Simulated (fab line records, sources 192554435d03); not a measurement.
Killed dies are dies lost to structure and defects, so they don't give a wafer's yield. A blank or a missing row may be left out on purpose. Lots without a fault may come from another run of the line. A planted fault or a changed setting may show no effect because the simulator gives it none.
fab line records | flow n5_finfet
record lots=24 wafers=72 last_day=17
route steps=1938 shown MOL_CONTACT_COAG@559
lots that met no fault: from a run of the same line without faults
start_h: hours from the record's first day to the start of the lot's first wafer shown | wait_h: hours since the lot's step before | " the same as in the row above | L1.1+2: a row that stands for several wafers | - no value, or no start given | * or withheld: withheld | < > ~ a bound
route shown NAME@n: a module of which the file shows steps, and the number in the route of the first | usual: mean/standard deviation of fault-free wafers | same: alike in all rows | chamber/n: place in a boat | sites: the reading at each site | _std_site: their standard deviation | _edge_site: outer sites' mean less inner sites' | radius_mm: how far each site lies from the wafer's centre | mask NAME#n: copy n | behind: the tool/chamber that last shaped the wafer | hold: why the lot was held/for how many hours/how that ended | device: the transistor (n, p or np) that didn't switch | end of line: the same wafers' tests at the end of the route | a step without rows: its recipe alone | killed: dies lost to structure and defects at the first sort, not the wafer's yield | map: a wafer's dies, x killed, . not, _ none there
set.NAME: the setting as run; set.NAME@STEP: as run at that earlier step | model.NAME: the simulator's own value behind a step, which no gauge read
steps of the route over a sample of lots; a table a step, a row a wafer
services: from which hour (start_h, from the record's first day; less than 0 if before it) a tool's chamber was out of use, for how many hours, and why
## steps
# step N5_MOL_CONTACT_COAG_ALD_27
# recipe material=SiOC target_thk_a=170 temp_c=400 ald_precursor_family=carbosiloxane ald_co_reactant=H2-plasma pulse_time_s=1.5 time_s=2720 purge_time_s=2 co_reactant_purge_time_s=2 ald_cycles=340 pressure_torr=2
# usual heater_power_w=801/98 precursor_pulse_height_rel=1.003/0.02
# columns lot.wafer tool chamber start_h wait_h heater_power_w precursor_pulse_height_rel
L074.1 ald_sin-02 0 97.50 0.0 960 1.026
L074.2 " 3 " " 739 0.971
L074.3 " 0 " " 943 1.004
L075.2 ald_sin-01 1 103.11 0.0 696 0.984
L075.3 " 3 " " 739 0.982
L075.6 " 0 " " 708 1.005
L076.2 ald_sin-01 1 112.42 0.0 711 1.032
L076.5 " 0 " " 693 1.037
L076.6 " 3 " " 729 1.002
L077.1 ald_sin-01 0 116.16 0.0 709 0.980
L077.2 " 1 " " 715 0.988
L077.5 " 1 " " 713 1.014
L078.2 ald_sin-04 2 116.47 0.2 824 0.996
L078.4 " 1 " " 842 1.008
L078.6 " 3 " " 738 0.993
L079.1 ald_sin-02 3 124.03 0.0 756 0.999
L079.2 " 2 " " 734 1.021
L079.4 " 0 " " 975 1.016
L080.2 ald_sin-01 1 130.03 0.0 689 1.005
L080.3 " 3 " " 714 0.994
L080.6 " 0 " " 721 1.027
L081.1 ald_sin-04 1 138.26 0.0 838 0.972
L081.3 " 0 " " 934 1.018
L081.6 " 3 " " 727 1.021
L082.2 ald_sin-01 3 146.29 0.0 742 0.998
L082.3 " 0 " " 723 1.004
L082.6 " 0 " " 697 0.953
L083.3 ald_sin-04 2 152.88 0.0 834 1.000
L083.4 " 3 " " 727 1.017
L083.5 " 3 " " 732 0.988
L084.1 ald_sin-04 0 157.37 0.2 897 0.980
L084.2 " 1 " " 841 0.991
L084.4 " 2 " " 835 0.952
L086.2 ald_sin-02 1 164.65 0.0 690 1.017
L086.3 " 0 " " 947 1.000
L086.4 " 3 " " 750 0.966
L085.1 ald_sin-04 0 168.12 0.0 914 1.008
L085.4 " 3 " " 735 1.020
L085.5 " 1 " " 841 1.023
L087.4 ald_sin-02 1 175.12 0.0 701 1.037
L087.5 " 2 " " 731 1.016
L087.6 " 3 " " 760 0.993
L088.2 ald_sin-02 0 176.90 0.0 964 0.978
L088.4 " 3 " " 744 1.029
L088.6 " 3 " " 736 1.022
L089.2 ald_sin-01 3 186.13 1.5 737 1.005
L089.3 " 0 " " 721 1.006
L089.6 " 0 " " 711 1.004
L090.4 ald_sin-04 2 196.79 1.0 830 1.005
L090.5 " 1 " " 773 0.996
L090.6 " 0 " " 895 0.979
L091.1 ald_sin-04 3 199.27 0.0 737 1.015
L091.4 " 0 " " 897 0.959
L091.5 " 2 " " 828 0.986
L092.1 ald_sin-04 2 205.13 0.0 800 0.999
L092.2 " 3 " " 737 1.022
L092.4 " 1 " " 777 1.002
L093.1 ald_sin-02 0 210.36 0.0 960 1.043
L093.3 " 3 " " 743 1.017
L093.4 " 2 " " 757 1.030
L094.4 ald_sin-04 0 214.65 0.0 901 0.952
L094.5 " 0 " " 908 0.991
L094.6 " 3 " " 742 0.966
L095.2 ald_sin-01 0 223.84 0.0 715 1.004
L095.3 " 3 " " 748 1.017
L095.5 " 1 " " 709 1.016
L096.1 ald_sin-01 0 230.50 0.0 719 0.983
L096.2 " 1 " " 696 1.021
L096.3 " 2 " " 1014 0.979
L097.3 ald_sin-04 0 234.42 0.4 916 1.011
L097.4 " 2 " " 840 0.998
L097.6 " 0 " " 938 1.016
# step N5_MOL_CONTACT_COAG_VIA_ETCH_46
# recipe chemistry=C4F6/O2 target_depth_a=460 overetch_a=92 mask_material=SOC target=SiO2 bias_w=455 pressure_mtorr=10 time_s=40 source_w=325 Ar_flow_sccm=300 C4F6_flow_sccm=10 O2_flow_sccm=10 ion_energy_ev=575.3 ends=end_point
# usual drypump_motor_current_A=5.9/0.38 oes_product_au=0.71/0.078 rf_vpp_V=1587/26 showerhead_plenum_p_Torr=2.86/0.074 throttle_valve_pct=40.9/0.37
# columns lot.wafer tool chamber start_h wait_h drypump_motor_current_A oes_product_au rf_hours_counter_h rf_vpp_V showerhead_plenum_p_Torr throttle_valve_pct
L074.1 rie_diel-01 1 102.38 0.0 5.8 0.60 245 1595 2.91 41.0
L074.2 " 3 " " 5.6 0.73 91 1616 2.89 41.5
L074.3 " 0 " " 5.9 0.66 181 1572 2.70 40.9
L075.2 rie_diel-01 0 106.98 0.0 5.9 0.67 183 1573 2.70 40.9
L075.3 " 3 " " 5.6 0.74 93 1617 2.88 41.5
L075.6 " 2 " " 6.5 0.64 - 1634 2.92 40.6
L076.2 rie_diel-04 1 115.94 0.0 6.5 0.77 47 1565 2.77 40.7
L076.5 " 0 " " 5.9 0.87 - 1565 2.90 40.3
L076.6 " 1 " " 6.6 0.77 - 1565 2.77 40.7
L077.1 rie_diel-01 0 119.87 0.0 5.9 0.66 187 1571 2.70 40.9
L077.2 " 3 " " 5.6 0.72 97 1617 2.88 41.5
L077.5 " 3 " " 5.6 0.72 - 1616 2.88 41.5
L078.2 rie_diel-02 2 120.18 0.0 6.0 0.73 77 1554 2.87 40.2
L078.4 " 0 " " 5.9 0.69 139 1575 2.83 41.0
L078.6 " 3 " " 5.6 0.66 - 1625 2.94 40.8
L079.1 rie_diel-02 2 127.71 0.0 6.0 0.73 80 1554 2.87 40.2
L079.2 " 0 " " 5.9 0.68 143 1574 2.83 41.0
L079.4 " 1 " " 6.3 0.80 17 1569 2.92 40.9
L080.2 rie_diel-01 2 134.28 0.0 6.5 0.63 240 1633 2.92 40.6
L080.3 " 0 " " 5.9 0.66 196 1572 2.69 40.9
L080.6 " 0 " " 5.9 0.67 - 1571 2.69 40.9
L081.1 rie_diel-04 2 141.72 0.0 5.4 0.62 223 1578 2.93 41.3
L081.3 " 0 " " 5.9 0.85 5 1564 2.90 40.3
L081.6 " 3 " " 5.2 0.65 - 1595 2.81 40.9
L082.2 rie_diel-04 2 149.67 0.0 5.4 0.62 226 1578 2.93 41.3
L082.3 " 0 " " 5.9 0.82 8 1563 2.90 40.3
L082.6 " 0 " " 5.9 0.83 - 1562 2.90 40.3
L083.3 rie_diel-04 2 156.50 0.0 5.4 0.61 227 1579 2.93 41.3
L083.4 " 0 " " 5.9 0.84 10 1563 2.89 40.4
L083.5 " 3 " " 5.2 0.64 - 1593 2.80 40.9
L084.1 rie_diel-04 3 160.89 0.0 5.2 0.64 226 1593 2.80 40.9
L084.2 " 0 " " 5.9 0.81 12 1563 2.89 40.3
L084.4 " 2 " " 5.4 0.61 228 1579 2.93 41.3
L086.2 rie_diel-04 1 168.11 0.0 6.6 0.76 58 1565 2.77 40.7
L086.3 " 3 " " 5.2 0.64 229 1593 2.80 40.9
L086.4 " 0 " " 5.9 0.84 15 1562 2.89 40.4
L085.1 rie_diel-02 1 171.58 0.0 6.3 0.77 34 1567 2.91 40.9
L085.4 " 0 " " 5.8 0.68 160 1573 2.82 41.0
L085.5 " 3 " " 5.7 0.63 - 1624 2.93 40.9
L087.4 rie_diel-02 3 180.55 0.0 5.6 0.64 - 1626 2.93 40.9
L087.5 " 2 " " 6.0 0.71 - 1553 2.86 40.3
L087.6 " 0 " " 5.9 0.67 - 1572 2.82 41.0
L088.2 rie_diel-01 2 181.89 0.0 6.5 0.87 4 1634 2.91 40.7
L088.4 " 1 " " 5.8 0.84 15 1595 2.91 41.4
L088.6 " 3 " " 5.6 0.70 - 1616 2.87 41.5
L089.2 rie_diel-01 3 190.25 0.0 5.6 0.70 131 1615 2.87 41.5
L089.3 " 0 " " 5.9 0.64 219 1571 2.68 40.9
L089.6 " 0 " " 5.9 0.65 - 1571 2.68 40.9
L090.4 rie_diel-02 1 199.39 0.0 6.3 0.76 - 1568 2.90 40.9
L090.5 " 3 " " 5.6 0.63 - 1623 2.93 40.9
L090.6 " 2 " " 6.0 0.70 - 1553 2.86 40.2
L091.1 rie_diel-01 3 202.86 0.0 5.6 0.71 135 1616 2.87 41.5
L091.4 " 2 " " 6.4 0.85 11 1631 2.91 40.7
L091.5 " 1 " " 5.8 0.83 - 1593 2.90 41.4
L092.1 rie_diel-04 3 208.46 0.0 5.2 0.62 243 1593 2.79 40.9
L092.2 " 2 " " 5.4 0.60 245 1580 2.92 41.3
L092.4 " 0 " " 5.9 0.79 29 1562 2.89 40.3
L093.1 rie_diel-02 3 214.38 0.0 5.6 0.63 229 1625 2.92 40.9
L093.3 " 1 " " 6.3 0.76 47 1567 2.90 40.9
L093.4 " 0 " " 5.8 0.67 173 1572 2.82 41.0
L094.4 rie_diel-02 0 219.09 0.0 5.9 0.67 175 1574 2.82 41.0
L094.5 " 1 " " 6.3 0.76 - 1568 2.90 40.9
L094.6 " 2 " " 6.1 0.70 - 1553 2.85 40.3
L095.2 rie_diel-01 3 227.27 0.0 5.6 0.69 143 1615 2.86 41.5
L095.3 " 1 " " 5.8 0.81 32 1593 2.90 41.5
L095.5 " 2 " " 6.5 0.82 - 1631 2.90 40.7
L096.1 rie_diel-01 1 234.76 0.0 5.8 0.80 34 1593 2.90 41.4
L096.2 " 2 " " 6.5 0.81 22 1632 2.90 40.7
L096.3 " 0 " " 5.9 0.62 233 1570 2.68 40.9
L097.3 rie_diel-02 1 238.29 0.0 6.3 0.74 56 1568 2.90 41.0
L097.4 " 1 " " 6.3 0.74 - 1566 2.90 40.9
L097.6 " 3 " " 5.6 0.61 - 1624 2.92 40.9
# step N5_MOL_CONTACT_COAG_CD_MEAS_137
# recipe target_cd_nm=16
# usual cd_nm=15.9/0.34
# columns lot.wafer tool chamber start_h wait_h cd_nm
L074.1 cd_sem-01 - 102.71 0.0 16.0
L074.2 " - " " 15.9
L074.3 " - " " 15.5
L075.2 cd_sem-01 - 107.32 0.0 15.6
L075.3 " - " " 15.4
L075.6 " - " " 15.8
L076.2 cd_sem-03 - 116.28 0.0 16.0
L076.5 " - " " 16.3
L076.6 " - " " 15.7
L077.1 cd_sem-03 - 120.20 0.0 16.0
L077.2 " - " " 16.0
L077.5 " - " " 15.9
L078.2 cd_sem-03 - 120.52 0.0 15.4
L078.4 " - " " 16.4
L078.6 " - " " 15.4
L079.1 cd_sem-03 - 128.33 0.0 15.7
L079.2 " - " " 16.2
L079.4 " - " " 15.3
L080.2 cd_sem-02 - 134.63 0.0 15.5
L080.3 " - " " 15.7
L080.6 " - " " 15.7
L081.1 cd_sem-03 - 142.06 0.0 16.5
L081.3 " - " " 16.0
L081.6 " - " " 15.8
L082.2 cd_sem-01 - 150.01 0.0 16.2
L082.3 " - " " 15.4
L082.6 " - " " 15.6
L083.3 cd_sem-01 - 156.84 0.0 15.9
L083.4 " - " " 16.2
L083.5 " - " " 15.8
L084.1 cd_sem-03 - 161.23 0.0 15.9
L084.2 " - " " 16.2
L084.4 " - " " 16.3
L086.2 cd_sem-02 - 168.45 0.0 16.3
L086.3 " - " " 15.6
L086.4 " - " " 16.8
L085.1 cd_sem-03 - 171.92 0.0 15.5
L085.4 " - " " 16.0
L085.5 " - " " 16.0
L087.4 cd_sem-03 - 181.22 0.0 16.3
L087.5 " - " " 15.8
L087.6 " - " " 16.2
L088.2 cd_sem-02 - 182.22 0.0 16.6
L088.4 " - " " 16.5
L088.6 " - " " 15.6
L089.2 cd_sem-02 - 190.63 0.0 15.4
L089.3 " - " " 16.1
L089.6 " - " " 16.2
L090.4 cd_sem-01 - 199.70 0.0 16.0
L090.5 " - " " 16.0
L090.6 " - " " 15.9
L091.1 cd_sem-03 - 203.20 0.0 15.5
L091.4 " - " " 16.6
L091.5 " - " " 16.1
L092.1 cd_sem-03 - 208.81 0.0 16.1
L092.2 " - " " 16.8
L092.4 " - " " 16.3
L093.1 cd_sem-02 - 214.72 0.0 16.6
L093.3 " - " " 15.9
L093.4 " - " " 16.5
L094.4 cd_sem-01 - 219.43 0.0 16.0
L094.5 " - " " 15.6
L094.6 " - " " 15.9
L095.2 cd_sem-02 - 227.61 0.0 16.0
L095.3 " - " " 16.4
L095.5 " - " " 16.1
L096.1 cd_sem-03 - 235.10 0.0 16.0
L096.2 " - " " 16.3
L096.3 " - " " 15.7
L097.3 cd_sem-01 - 238.63 0.0 15.1
L097.4 " - " " 16.0
L097.6 " - " " 15.9
# step N5_MOL_CONTACT_COAG_ALD_133
# recipe material=SiO2 target_thk_a=50 temp_c=100 ald_precursor_family=BDEAS ald_co_reactant=O2-plasma pulse_time_s=1 co_reactant_pulse_time_s=1 purge_time_s=2 co_reactant_purge_time_s=2 ald_cycles=35 pressure_torr=2
# usual heater_power_w=73/9.2 precursor_pulse_height_rel=1.003/0.02
# columns lot.wafer tool chamber start_h wait_h heater_power_w precursor_pulse_height_rel
L074.1 ald_sin-02 2 103.95 0.7 69 1.016
L074.2 " 1 " " 67 1.014
L074.3 " 3 " " 69 1.009
L075.2 ald_sin-01 1 108.07 0.1 65 1.024
L075.3 " 3 " " 67 1.013
L075.6 " 1 " " 63 1.009
L076.2 ald_sin-01 1 117.70 0.9 64 0.971
L076.5 " 0 " " 63 0.990
L076.6 " 1 " " 65 1.002
L077.1 ald_sin-02 1 121.65 0.1 65 0.988
L077.2 " 0 " " 89 1.030
L077.5 " 3 " " 69 1.022
L078.2 ald_sin-02 0 122.49 0.1 86 1.008
L078.4 " 2 " " 67 1.005
L078.6 " 1 " " 66 1.011
L079.1 ald_sin-02 1 129.26 0.3 65 0.990
L079.2 " 3 " " 68 0.972
L079.4 " 2 " " 68 1.009
L080.2 ald_sin-01 0 135.21 0.1 65 0.984
L080.3 " 2 " " 93 0.989
L080.6 " 0 " " 67 0.985
L081.1 ald_sin-02 3 142.64 0.1 69 0.990
L081.3 " 2 " " 69 0.977
L081.6 " 2 " " 69 0.994
L082.2 ald_sin-01 2 150.59 0.1 93 1.001
L082.3 " 3 " " 69 0.990
L082.6 " 1 " " 65 1.023
L083.3 ald_sin-02 2 157.63 0.3 68 1.011
L083.4 " 0 " " 91 0.978
L083.5 " 3 " " 70 1.013
L084.1 ald_sin-04 0 161.80 0.1 83 0.956
L084.2 " 3 " " 67 1.010
L084.4 " 2 " " 77 1.005
L086.2 ald_sin-02 3 169.15 0.1 69 0.976
L086.3 " 0 " " 90 1.012
L086.4 " 1 " " 66 1.028
L085.1 ald_sin-04 3 172.49 0.1 67 1.008
L085.4 " 2 " " 76 0.959
L085.5 " 3 " " 67 1.031
L087.4 ald_sin-02 3 182.38 0.5 68 1.014
L087.5 " 2 " " 69 1.019
L087.6 " 1 " " 64 0.983
L088.2 ald_sin-02 1 182.99 0.1 65 0.973
L088.4 " 2 " " 70 0.980
L088.6 " 3 " " 69 1.013
L089.2 ald_sin-04 2 192.16 0.5 78 1.023
L089.3 " 0 " " 83 0.986
L089.6 " 1 " " 72 1.017
L090.4 ald_sin-01 1 200.36 0.1 65 1.027
L090.5 " 0 " " 66 1.046
L090.6 " 3 " " 66 0.999
L091.1 ald_sin-04 1 203.90 0.1 72 1.039
L091.4 " 3 " " 71 0.979
L091.5 " 2 " " 75 1.002
L092.1 ald_sin-01 1 209.51 0.1 66 1.009
L092.2 " 2 " " 95 0.998
L092.4 " 3 " " 67 0.996
L093.1 ald_sin-04 3 216.19 0.8 68 0.970
L093.3 " 1 " " 73 1.025
L093.4 " 0 " " 87 1.028
L094.4 ald_sin-01 1 220.30 0.1 64 1.015
L094.5 " 0 " " 66 0.963
L094.6 " 3 " " 70 1.033
L095.2 ald_sin-04 1 228.25 0.1 74 1.023
L095.3 " 0 " " 83 0.988
L095.5 " 2 " " 76 1.010
L096.1 ald_sin-01 1 235.91 0.2 64 0.991
L096.2 " 3 " " 68 0.985
L096.3 " 2 " " 93 0.985
L097.3 ald_sin-02 2 239.49 0.2 65 0.982
L097.4 " 1 " " 65 1.018
L097.6 " 0 " " 89 1.017
# step N5_MOL_CONTACT_COAG_ETCHBACK_134
# recipe chemistry=CHF3 target=SiO2 target_depth_a=100 time_s=6.7 ion_energy_ev=200 pressure_mtorr=30 source_w=610 bias_w=170 Ar_flow_sccm=200 CHF3_flow_sccm=50
# usual drypump_motor_current_A=5.9/0.35 oes_product_au=0.79/0.09 rf_vpp_V=523/9 showerhead_plenum_p_Torr=2.40/0.056 throttle_valve_pct=18.74/0.25
# columns lot.wafer tool chamber start_h wait_h drypump_motor_current_A oes_product_au rf_hours_counter_h rf_vpp_V showerhead_plenum_p_Torr throttle_valve_pct
L074.1 rie_diel-01 1 104.13 0.1 5.8 0.67 246 528 2.44 18.88
L074.2 " 3 " " 5.6 0.84 92 534 2.41 19.01
L074.3 " 2 " " 6.5 0.71 225 539 2.45 18.76
L075.2 rie_diel-01 0 108.29 0.1 5.9 0.72 183 521 2.26 18.97
L075.3 " 3 " " 5.6 0.83 94 535 2.41 19.04
L075.6 " 1 " " 5.8 0.67 - 526 2.44 18.89
L076.2 rie_diel-04 2 118.23 0.5 5.4 0.67 221 520 2.46 18.99
L076.5 " 1 " " 6.6 0.85 - 515 2.32 18.59
L076.6 " 2 " " 5.4 0.67 - 521 2.46 18.99
L077.1 rie_diel-02 3 122.00 0.3 5.6 0.71 194 535 2.46 18.79
L077.2 " 1 " " 6.3 0.92 15 517 2.44 18.77
L077.5 " 2 " " 6.0 0.83 - 513 2.41 18.43
L078.2 rie_diel-02 0 122.86 0.3 5.9 0.77 141 522 2.38 18.84
L078.4 " 3 " " 5.6 0.73 195 536 2.46 18.77
L078.6 " 2 " " 6.0 0.81 - 513 2.41 18.42
L079.1 rie_diel-02 0 129.68 0.3 5.9 0.76 144 520 2.38 18.85
L079.2 " 1 " " 6.3 0.90 18 516 2.44 18.77
L079.4 " 3 " " 5.6 0.72 198 538 2.46 18.77
L080.2 rie_diel-02 0 135.43 0.1 5.9 0.77 147 519 2.37 18.84
L080.3 " 2 " " 6.0 0.81 84 513 2.41 18.43
L080.6 " 1 " " 6.3 0.89 - 515 2.44 18.79
L081.1 rie_diel-01 3 142.87 0.2 5.6 0.81 112 534 2.41 19.06
L081.3 " 0 " " 5.9 0.71 201 519 2.25 19.00
L081.6 " 2 " " 6.5 0.68 - 539 2.44 18.78
L082.2 rie_diel-02 1 150.77 0.1 6.3 0.87 26 517 2.44 18.80
L082.3 " 0 " " 5.9 0.75 152 520 2.37 18.85
L082.6 " 3 " " 5.6 0.72 - 537 2.46 18.78
L083.3 rie_diel-04 1 157.81 0.1 6.6 0.84 55 516 2.32 18.62
L083.4 " 0 " " 5.9 0.95 11 515 2.43 18.19
L083.5 " 3 " " 5.2 0.71 - 528 2.35 19.13
L084.1 rie_diel-04 0 161.98 0.1 5.9 0.93 13 517 2.43 18.22
L084.2 " 3 " " 5.2 0.70 227 526 2.35 19.12
L084.4 " 1 " " 6.6 0.84 56 516 2.32 18.63
L086.2 rie_diel-02 2 169.33 0.1 6.0 0.79 95 514 2.40 18.45
L086.3 " 1 " " 6.3 0.87 33 517 2.43 18.79
L086.4 " 3 " " 5.6 0.70 213 537 2.45 18.81
L085.1 rie_diel-04 1 172.67 0.1 6.6 0.84 60 516 2.32 18.62
L085.4 " 0 " " 5.9 0.93 17 515 2.43 18.20
L085.5 " 1 " " 6.6 0.84 - 515 2.31 18.65
L087.4 rie_diel-02 0 182.50 0.0 5.8 0.75 - 521 2.37 18.88
L087.5 " 2 " " 6.0 0.79 - 513 2.40 18.45
L087.6 " 3 " " 5.6 0.70 - 537 2.45 18.83
L088.2 rie_diel-04 1 183.17 0.1 6.6 0.83 64 516 2.31 18.64
L088.4 " 2 " " 5.4 0.66 236 521 2.45 19.02
L088.6 " 0 " " 5.8 0.91 - 515 2.43 18.21
L089.2 rie_diel-02 1 192.37 0.1 6.3 0.86 39 517 2.43 18.80
L089.3 " 0 " " 5.9 0.75 167 520 2.37 18.89
L089.6 " 1 " " 6.3 0.86 - 516 2.43 18.80
L090.4 rie_diel-02 1 200.58 0.1 6.3 0.86 - 517 2.43 18.81
L090.5 " 2 " " 6.0 0.77 - 513 2.40 18.45
L090.6 " 3 " " 5.6 0.70 - 535 2.45 18.82
L091.1 rie_diel-01 2 204.31 0.3 6.5 0.95 12 539 2.43 18.43
L091.4 " 1 " " 5.8 0.93 23 525 2.43 18.58
L091.5 " 0 " " 5.9 0.70 - 520 2.25 19.04
L092.1 rie_diel-04 2 209.70 0.1 5.4 0.66 245 522 2.45 19.03
L092.2 " 3 " " 5.2 0.70 243 527 2.34 19.15
L092.4 " 1 " " 6.6 0.82 72 515 2.31 18.64
L093.1 rie_diel-02 1 216.42 0.2 6.3 0.84 48 517 2.43 18.81
L093.3 " 3 " " 5.6 0.70 230 537 2.45 18.83
L093.4 " 2 " " 6.0 0.76 112 513 2.40 18.48
L094.4 rie_diel-01 2 220.48 0.1 6.5 0.92 18 539 2.43 18.45
L094.5 " 1 " " 5.8 0.93 - 526 2.43 18.59
L094.6 " 0 " " 5.9 0.70 - 519 2.24 19.05
L095.2 rie_diel-02 3 228.43 0.1 5.6 0.69 234 539 2.45 18.84
L095.3 " 0 " " 5.9 0.73 179 520 2.36 18.90
L095.5 " 3 " " 5.6 0.69 - 536 2.45 18.83
L096.1 rie_diel-02 0 236.09 0.1 5.9 0.74 182 521 2.36 18.91
L096.2 " 1 " " 6.3 0.83 55 518 2.43 18.83
L096.3 " 3 " " 5.6 0.69 237 538 2.45 18.85
L097.3 rie_diel-01 1 239.67 0.1 5.8 0.91 36 526 2.42 18.61
L097.4 " 2 " " 6.5 0.91 24 539 2.43 18.46
L097.6 " 3 " " 5.6 0.78 - 533 2.39 19.10
# step N5_MOL_CONTACT_COAG_ETCHBACK_136
# recipe chemistry=CHF3 target=SiO2 target_depth_a=250 time_s=16.7 ion_energy_ev=200 pressure_mtorr=30 source_w=610 bias_w=170 Ar_flow_sccm=200 CHF3_flow_sccm=50
# usual drypump_motor_current_A=5.9/0.35 oes_product_au=0.79/0.09 rf_vpp_V=523/9.1 showerhead_plenum_p_Torr=2.40/0.056 throttle_valve_pct=18.74/0.26
# columns lot.wafer tool chamber start_h wait_h drypump_motor_current_A oes_product_au rf_hours_counter_h rf_vpp_V showerhead_plenum_p_Torr throttle_valve_pct
L074.1 rie_diel-01 1 104.25 0.0 5.8 0.68 246 528 2.44 18.88
L074.2 " 3 " " 5.6 0.84 92 537 2.41 19.03
L074.3 " 2 " " 6.4 0.70 225 539 2.45 18.77
L075.2 rie_diel-01 0 108.41 0.0 6.0 0.72 183 519 2.26 18.97
L075.3 " 3 " " 5.6 0.84 94 533 2.41 19.05
L075.6 " 1 " " 5.8 0.68 - 526 2.44 18.90
L076.2 rie_diel-04 2 118.35 0.0 5.4 0.68 221 521 2.45 19.00
L076.5 " 1 " " 6.6 0.85 - 516 2.32 18.60
L076.6 " 2 " " 5.4 0.68 - 521 2.46 18.98
L077.1 rie_diel-02 3 122.12 0.0 5.6 0.72 194 537 2.46 18.78
L077.2 " 1 " " 6.2 0.91 15 518 2.44 18.78
L077.5 " 2 " " 6.0 0.82 - 515 2.41 18.41
L078.2 rie_diel-02 0 122.99 0.0 5.9 0.76 141 520 2.38 18.85
L078.4 " 3 " " 5.6 0.72 195 536 2.46 18.77
L078.6 " 2 " " 6.0 0.82 - 511 2.41 18.40
L079.1 rie_diel-02 0 129.80 0.0 5.9 0.78 144 518 2.38 18.85
L079.2 " 1 " " 6.3 0.91 18 517 2.44 18.78
L079.4 " 3 " " 5.6 0.72 198 538 2.46 18.77
L080.2 rie_diel-02 0 135.56 0.0 5.9 0.78 147 520 2.37 18.86
L080.3 " 2 " " 6.0 0.82 84 512 2.41 18.44
L080.6 " 1 " " 6.3 0.90 - 518 2.44 18.79
L081.1 rie_diel-01 3 142.99 0.0 5.6 0.82 112 535 2.41 19.06
L081.3 " 0 " " 5.9 0.72 201 519 2.25 19.00
L081.6 " 2 " " 6.4 0.69 - 540 2.44 18.79
L082.2 rie_diel-02 1 150.90 0.0 6.3 0.89 26 516 2.44 18.78
L082.3 " 0 " " 5.9 0.76 152 521 2.37 18.86
L082.6 " 3 " " 5.6 0.72 - 537 2.46 18.81
L083.3 rie_diel-04 1 157.94 0.0 6.6 0.84 55 516 2.32 18.61
L083.4 " 0 " " 5.9 0.95 11 515 2.43 18.19
L083.5 " 3 " " 5.2 0.70 - 527 2.35 19.13
L084.1 rie_diel-04 0 162.11 0.0 5.9 0.94 13 516 2.43 18.20
L084.2 " 3 " " 5.2 0.70 227 527 2.35 19.12
L084.4 " 1 " " 6.5 0.83 56 516 2.32 18.61
L086.2 rie_diel-02 2 169.45 0.0 6.0 0.79 95 514 2.40 18.42
L086.3 " 1 " " 6.3 0.86 33 517 2.43 18.80
L086.4 " 3 " " 5.6 0.71 213 538 2.46 18.80
L085.1 rie_diel-04 1 172.79 0.0 6.6 0.83 60 516 2.31 18.64
L085.4 " 0 " " 5.9 0.94 17 517 2.43 18.20
L085.5 " 1 " " 6.6 0.83 - 515 2.31 18.65
L087.4 rie_diel-02 0 182.62 0.0 5.9 0.75 - 520 2.37 18.89
L087.5 " 2 " " 6.0 0.79 - 514 2.40 18.47
L087.6 " 3 " " 5.6 0.71 - 537 2.45 18.82
L088.2 rie_diel-04 1 183.30 0.0 6.6 0.85 64 515 2.31 18.64
L088.4 " 2 " " 5.4 0.67 236 519 2.45 19.01
L088.6 " 0 " " 5.9 0.92 - 516 2.43 18.21
L089.2 rie_diel-02 1 192.50 0.0 6.3 0.87 39 517 2.43 18.78
L089.3 " 0 " " 5.9 0.75 167 518 2.37 18.88
L089.6 " 1 " " 6.3 0.86 - 516 2.43 18.80
L090.4 rie_diel-02 1 200.69 0.0 6.3 0.86 - 516 2.43 18.81
L090.5 " 2 " " 6.0 0.78 - 512 2.40 18.47
L090.6 " 3 " " 5.6 0.70 - 538 2.45 18.83
L091.1 rie_diel-01 2 204.43 0.0 6.4 0.94 12 539 2.43 18.43
L091.4 " 1 " " 5.8 0.94 23 526 2.43 18.56
L091.5 " 0 " " 5.9 0.70 - 518 2.25 19.03
L092.1 rie_diel-04 2 209.83 0.0 5.4 0.66 245 520 2.45 19.01
L092.2 " 3 " " 5.2 0.69 244 525 2.34 19.14
L092.4 " 1 " " 6.6 0.82 73 517 2.31 18.65
L093.1 rie_diel-02 1 216.55 0.0 6.3 0.84 48 517 2.43 18.81
L093.3 " 3 " " 5.6 0.70 230 536 2.45 18.83
L093.4 " 2 " " 6.0 0.77 112 512 2.40 18.48
L094.4 rie_diel-01 2 220.60 0.0 6.5 0.93 18 541 2.43 18.45
L094.5 " 1 " " 5.8 0.92 - 526 2.43 18.58
L094.6 " 0 " " 5.9 0.70 - 519 2.24 19.05
L095.2 rie_diel-02 3 228.55 0.0 5.6 0.69 234 535 2.45 18.84
L095.3 " 0 " " 5.9 0.74 179 519 2.36 18.90
L095.5 " 3 " " 5.6 0.70 - 536 2.45 18.84
L096.1 rie_diel-02 0 236.22 0.0 5.9 0.73 182 520 2.36 18.91
L096.2 " 1 " " 6.3 0.84 55 517 2.43 18.83
L096.3 " 3 " " 5.6 0.69 237 536 2.45 18.85
L097.3 rie_diel-01 1 239.79 0.0 5.8 0.91 36 526 2.42 18.62
L097.4 " 2 " " 6.4 0.91 24 539 2.43 18.45
L097.6 " 3 " " 5.6 0.78 - 533 2.39 19.12
## services
# columns tool chamber start_h hours kind
rie_diel-04 0 86.02 - clean
rie_diel-04 0 86.02 - consumable_replace:focus_ring
rie_diel-04 0 86.02 22.5 scheduled_down
rie_diel-04 0 86.02 22.5 vent_cycle
ald_sin-02 1 93.30 6.1 repair
ald_sin-01 1 97.47 2.0 repair
rie_diel-01 1 118.84 - clean
rie_diel-01 1 118.84 - consumable_replace:focus_ring
rie_diel-01 1 118.84 22.1 scheduled_down
rie_diel-01 1 118.84 22.1 vent_cycle
rie_diel-04 3 133.21 1.2 repair
rie_diel-01 2 154.11 - clean
rie_diel-01 2 154.11 - consumable_replace:focus_ring
ald_sin-04 - 176.75 14.0 pm
ald_sin-01 - 179.83 6.1 pm
ald_sin-02 0 181.20 4.4 repair
ald_sin-04 3 191.51 5.3 repair
ald_sin-02 - 193.37 2.7 repair
rie_diel-04 2 220.67 - clean
rie_diel-04 2 220.67 - consumable_replace:focus_ring
rie_diel-04 2 220.67 14.0 scheduled_down
rie_diel-04 2 220.67 14.0 vent_cycle
rie_diel-02 2 231.84 21.6 repair
rie_diel-04 3 234.81 - clean
## key
fault none
